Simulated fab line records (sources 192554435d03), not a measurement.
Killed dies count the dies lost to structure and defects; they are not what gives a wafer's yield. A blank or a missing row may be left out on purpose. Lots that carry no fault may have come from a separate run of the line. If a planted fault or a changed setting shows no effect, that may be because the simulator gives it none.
Chamber matching | flow n5-finfet | N5_HKMG_FIN_ALD_74 on ald-hk-01: 4 sister chambers
The step deposits La2O3, target thk 0.5 nm, pulse time 6 s, co reactant pulse time 1 s. 4 wafers are shown with their chamber, then 11 later ones without.

== WAFERS, EACH WITH ITS CHAMBER ==
wafer  | chamber | heater-power-w (W)
L083.1 | 0       | 429
L084.5 | 1       | 303
L084.6 | 2       | 374
L085.2 | 3       | 321

== WAFERS WHOSE CHAMBER IS MISSING ==
wafer  | heater-power-w (W)
L085.3 | 299
L085.4 | 427
L095.1 | 386
L095.4 | 306
L095.6 | 310
L096.2 | 302
L096.4 | 317
L096.5 | 417
L097.3 | 309
L097.5 | 411
L097.6 | 299

== WHICH CHAMBER EACH ONE RAN IN ==
wafer  | from the rows above     | in truth
L085.3 | 1                       | 1
L085.4 | 0                       | 0
L095.1 | 2                       | 2
L095.4 | can't be placed: 1 or 3 | 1
L095.6 | can't be placed: 1 or 3 | 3
L096.2 | 1                       | 1
L096.4 | can't be placed: 3 or 1 | 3
L096.5 | 0                       | 0
L097.3 | can't be placed: 1 or 3 | 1
L097.5 | 0                       | 0
L097.6 | 1                       | 1
Correctly placed: 7 of 11. Cannot be placed on the basis of these rows: 4; the candidates contain the true chamber in 4. Wrongly placed: 0.
How it was worked out, from the rows above alone: a wafer's distance from a chamber is the root of the sum, over the readings, of the square of ((its reading less the chamber's mean) divided by the reading's scatter). If the next closest chamber is less than 2 further off than the closest, the wafer can't be placed; otherwise it belongs to the closest. The mean given for a chamber averages the wafers shown for that chamber. The scatter: root of mean squared gap, hidden wafer to nearest shown wafer, with one shown wafer a chamber.
